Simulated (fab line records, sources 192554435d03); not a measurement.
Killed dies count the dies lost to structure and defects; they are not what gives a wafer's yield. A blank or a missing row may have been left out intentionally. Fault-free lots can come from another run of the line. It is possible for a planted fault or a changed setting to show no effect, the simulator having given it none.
Chamber matching	flow n5_finfet	4 sister chambers for N5_SDB_STRIP_21 on rie_diel-03
The step strips in CF4. 4 wafers are shown with their chamber, then 8 later ones without.

## WAFERS WITH THEIR CHAMBER
wafer	chamber	throttle_valve_pct (%)
L077.5	3	13.90
L088.5	2	13.98
L088.6	1	13.47
L091.1	0	13.95

## WAFERS WITHOUT THEIR CHAMBER
wafer	throttle_valve_pct (%)
L091.2	14.00
L091.6	13.39
L094.2	13.39
L094.3	13.51
L094.5	13.40
L097.1	13.39
L097.4	13.52
L097.5	13.42

## THE CHAMBER EACH PASSED THROUGH
wafer	from the rows above	in truth
L091.2	can't be placed: 2 or 0 or 3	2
L091.6	1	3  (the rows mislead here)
L094.2	1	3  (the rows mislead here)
L094.3	1	1
L094.5	1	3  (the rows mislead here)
L097.1	1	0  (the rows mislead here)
L097.4	1	1
L097.5	1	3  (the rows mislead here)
Correctly placed: 2 of 8. Not placeable from these rows: 1 (in 1, the candidates include the true chamber). Placed wrongly: 5.
How it was worked out, from the rows above alone: a wafer's distance from a chamber is the root of the sum, over the readings, of the square of ((its reading less the chamber's mean) divided by the reading's scatter). If the next closest chamber is less than 2 further off than the closest, the wafer can't be placed; otherwise it belongs to the closest. The mean given for a chamber averages the wafers shown for that chamber. The scatter: root of mean squared gap, hidden wafer to nearest shown wafer, with one shown wafer a chamber.
